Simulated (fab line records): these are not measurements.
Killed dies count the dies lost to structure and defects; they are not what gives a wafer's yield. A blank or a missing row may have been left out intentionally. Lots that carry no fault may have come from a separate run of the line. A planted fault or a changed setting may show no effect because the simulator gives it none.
Chamber matching / flow n5-finfet / 4 sister chambers for N5_BEOL_M2_ETCH_69 on rie-diel-06
The step etches SiARC in CF4, target depth 15.6 nm, time 26 s. 18 wafers are shown with their chamber, then 9 later ones without.

== WAFERS PAIRED WITH THEIR CHAMBERS ==
wafer=L075.2; chamber=3; drypump-motor-current-A (A)=5.4; showerhead-plenum-p-Torr (Torr)=2.13; throttle-valve-pct (%)=15.92
wafer=L075.4; chamber=2; drypump-motor-current-A (A)=5.7; showerhead-plenum-p-Torr (Torr)=2.10; throttle-valve-pct (%)=15.40
wafer=L075.6; chamber=1; drypump-motor-current-A (A)=6.5; showerhead-plenum-p-Torr (Torr)=2.18; throttle-valve-pct (%)=15.62
wafer=L077.1; chamber=1; drypump-motor-current-A (A)=6.5; showerhead-plenum-p-Torr (Torr)=2.18; throttle-valve-pct (%)=15.63
wafer=L077.2; chamber=3; drypump-motor-current-A (A)=5.4; showerhead-plenum-p-Torr (Torr)=2.13; throttle-valve-pct (%)=15.92
wafer=L077.3; chamber=0; drypump-motor-current-A (A)=6.2; showerhead-plenum-p-Torr (Torr)=2.10; throttle-valve-pct (%)=15.60
wafer=L078.1; chamber=0; drypump-motor-current-A (A)=6.2; showerhead-plenum-p-Torr (Torr)=2.10; throttle-valve-pct (%)=15.61
wafer=L078.2; chamber=3; drypump-motor-current-A (A)=5.3; showerhead-plenum-p-Torr (Torr)=2.13; throttle-valve-pct (%)=15.93
wafer=L078.5; chamber=0; drypump-motor-current-A (A)=6.2; showerhead-plenum-p-Torr (Torr)=2.10; throttle-valve-pct (%)=15.62
wafer=L083.1; chamber=2; drypump-motor-current-A (A)=5.7; showerhead-plenum-p-Torr (Torr)=2.09; throttle-valve-pct (%)=15.43
wafer=L083.4; chamber=1; drypump-motor-current-A (A)=6.5; showerhead-plenum-p-Torr (Torr)=2.18; throttle-valve-pct (%)=15.65
wafer=L083.5; chamber=0; drypump-motor-current-A (A)=6.2; showerhead-plenum-p-Torr (Torr)=2.10; throttle-valve-pct (%)=15.64
wafer=L087.1; chamber=3; drypump-motor-current-A (A)=5.4; showerhead-plenum-p-Torr (Torr)=2.12; throttle-valve-pct (%)=15.98
wafer=L087.2; chamber=2; drypump-motor-current-A (A)=5.7; showerhead-plenum-p-Torr (Torr)=2.09; throttle-valve-pct (%)=15.48
wafer=L087.5; chamber=3; drypump-motor-current-A (A)=5.4; showerhead-plenum-p-Torr (Torr)=2.12; throttle-valve-pct (%)=16.00
wafer=L086.2; chamber=0; drypump-motor-current-A (A)=6.2; showerhead-plenum-p-Torr (Torr)=2.09; throttle-valve-pct (%)=15.66
wafer=L086.3; chamber=2; drypump-motor-current-A (A)=5.7; showerhead-plenum-p-Torr (Torr)=2.09; throttle-valve-pct (%)=15.45
wafer=L086.6; chamber=1; drypump-motor-current-A (A)=6.5; showerhead-plenum-p-Torr (Torr)=2.17; throttle-valve-pct (%)=15.68

SIGNATURES (means of the wafers above)
reading=drypump-motor-current-A; chamber 0=6.200; chamber 1=6.500; chamber 2=5.700; chamber 3=5.380; scatter within a chamber=0.0239
reading=showerhead-plenum-p-Torr; chamber 0=2.0980; chamber 1=2.1775; chamber 2=2.0925; chamber 3=2.1260; scatter within a chamber=0.005
reading=throttle-valve-pct; chamber 0=15.6260; chamber 1=15.6450; chamber 2=15.4400; chamber 3=15.9500; scatter within a chamber=0.031
Rule: a wafer lies at a distance from a chamber equal to the root of the sum of squares, over the readings, of (its reading less the chamber's mean, divided by the reading's scatter). The wafer belongs to the nearest chamber; if the next one is less than 2 further off, it can't be placed. How the scatter is found: for the shown wafers, subtract from each reading the mean of its chamber, square and add these, divide the total by (wafers less chambers), then take the root.

== WAFERS MISSING THEIR CHAMBER ==
wafer=L092.2; drypump-motor-current-A (A)=6.5; showerhead-plenum-p-Torr (Torr)=2.17; throttle-valve-pct (%)=15.69
wafer=L092.3; drypump-motor-current-A (A)=6.2; showerhead-plenum-p-Torr (Torr)=2.09; throttle-valve-pct (%)=15.68
wafer=L092.6; drypump-motor-current-A (A)=5.7; showerhead-plenum-p-Torr (Torr)=2.09; throttle-valve-pct (%)=15.48
wafer=L094.2; drypump-motor-current-A (A)=5.7; showerhead-plenum-p-Torr (Torr)=2.08; throttle-valve-pct (%)=15.48
wafer=L094.3; drypump-motor-current-A (A)=6.2; showerhead-plenum-p-Torr (Torr)=2.09; throttle-valve-pct (%)=15.70
wafer=L094.4; drypump-motor-current-A (A)=6.5; showerhead-plenum-p-Torr (Torr)=2.17; throttle-valve-pct (%)=15.71
wafer=L096.3; drypump-motor-current-A (A)=6.2; showerhead-plenum-p-Torr (Torr)=2.09; throttle-valve-pct (%)=15.70
wafer=L096.4; drypump-motor-current-A (A)=5.4; showerhead-plenum-p-Torr (Torr)=2.11; throttle-valve-pct (%)=16.02
wafer=L096.5; drypump-motor-current-A (A)=6.5; showerhead-plenum-p-Torr (Torr)=2.17; throttle-valve-pct (%)=15.72

== WHICH CHAMBER EACH ONE RAN IN ==
wafer=L092.2; from the rows above=1; in truth=1
wafer=L092.3; from the rows above=0; in truth=0
wafer=L092.6; from the rows above=2; in truth=2
wafer=L094.2; from the rows above=2; in truth=2
wafer=L094.3; from the rows above=0; in truth=0
wafer=L094.4; from the rows above=1; in truth=1
wafer=L096.3; from the rows above=0; in truth=0
wafer=L096.4; from the rows above=3; in truth=3
wafer=L096.5; from the rows above=1; in truth=1
9 of 9 placed correctly. Left unplaced by these rows: 0. Number placed wrongly: 0.
